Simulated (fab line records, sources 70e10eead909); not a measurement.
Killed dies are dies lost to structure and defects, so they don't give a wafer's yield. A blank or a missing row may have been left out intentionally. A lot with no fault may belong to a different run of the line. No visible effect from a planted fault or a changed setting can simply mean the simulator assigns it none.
Problem report, 8D (eight disciplines) form, completed by code	flow nand_harc	the parts of the form that need people (team, actions taken, sign-off) are left out

## 1. THE ISSUE
At NHARC_A_ONON_D2_THK_MEAS_08, thk_nm averages 1508 nm over 2 wafers from 2 lots, while fault-free wafers read 999 nm, standard deviation 11. Relative to the usual mean, that is a shift of +46 standard deviations.
The step: measures by ellipsometry.
The first sign was on wafer L510.5 at day 18 18:44, on film_metro-01. The record has a number at this step for 37 wafers belonging to 13 lots. The rule behind "out" and "out of limits": a value lying over 4 standard deviations away from the usual mean. Any other wafer with a number is counted as sound.

## 2. WHAT IT IS, AND WHAT IT ISN'T
question	is	is not
which readings at this step	thk_nm	-
which lots	L510, L512	L498, L501, L502, L503, L504, L505, L507, L511, L518, L519, L520
which wafers of those lots	L510.5, L512.3	L512.2, L512.4
read on which gauges	film_metro-01, film_metro-02	-
when	from day 18 18:44	up to then (24 sound wafers); but 11 sound wafers of L512, L518, L519, L520 came after

## 3. SUSPECTS, AND WHAT RULES EACH OUT
Counting: if a tool at a process step up to the reading ran every lot that is out, it stays a suspect. Sound lots after the first of them don't rule it out here, since some wafers of a struck lot are sound.
- ruled out: the gauge at NHARC_A_ONON_D2_THK_MEAS_08. The wafers that are out were read on 2 gauges (film_metro-01, film_metro-02).
- rie_diel-12 at NHARC_A_CHANNEL_FILL_D1_ETCHBACK_08 (etches the open film in C4F8, target depth 220 nm, time 110 s): kept. It ran every lot that is out, first L510 (day 18 18:27); its last sound lot up to then is L503 (day 14 19:20). NHARC_A_CHANNEL_FILL_D1_ETCHBACK_08: start missing for some lots; hours and lot order therefore follow NHARC_A_ONON_D2_DEP_06.
- pecvd_onon-01 at NHARC_A_ONON_D2_DEP_06 (target thk 1000 nm): kept. It ran every lot that is out, first L510 (day 18 18:27); its last sound lot up to then is L505 (day 16 01:20).
- rie_diel-12, NHARC_A_CHANNEL_FILL_D1_ETCHBACK_08: wafers that are out in chamber 3, sound lot-mates in chambers 1, 2.
After counting, rie_diel-12 at NHARC_A_CHANNEL_FILL_D1_ETCHBACK_08 and pecvd_onon-01 at NHARC_A_ONON_D2_DEP_06 remain.

## 4. THE CAUSE (what the simulator had put in)
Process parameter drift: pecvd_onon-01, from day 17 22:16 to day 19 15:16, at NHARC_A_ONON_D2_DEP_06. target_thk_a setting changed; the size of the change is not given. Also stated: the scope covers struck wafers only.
Counting leaves 2 suspects; this tool is one of them.

## 5. THE CHAIN OF EFFECTS, in route order
One row per reading whose mean, taken over the struck wafers that have a number, lies over 3 standard deviations from the usual. Only readings for which the record gives a usual standard deviation are gone through. hours: the time from each lot's start at the first step in this table that gives one to its start at this step, as a median over the lots. sigmas: the change in usual standard deviations.
hours	step	reading	usual	on struck wafers	change	sigmas
0	NHARC_A_ONON_D2_THK_MEAS_08	thk_nm	999 nm	1508	+509	+46
280	NHARC_END_SORT_01	killed_at_array	58	670	+612	+31
280	NHARC_END_SORT_01	killed_dies	63	677	+614	+32

## 6. WHAT WOULD HAVE CAUGHT IT SOONER
Counted from the fault's start at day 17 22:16, it took 20 hours until the first out-of-limits reading at a measuring or inspecting step in this record, taken at day 18 18:44.
L512, from the lots that are out (2), started NHARC_A_ONON_D2_DEP_06 on pecvd_onon-01 later than day 18 18:44. Putting the tool on hold at that point would have spared it.
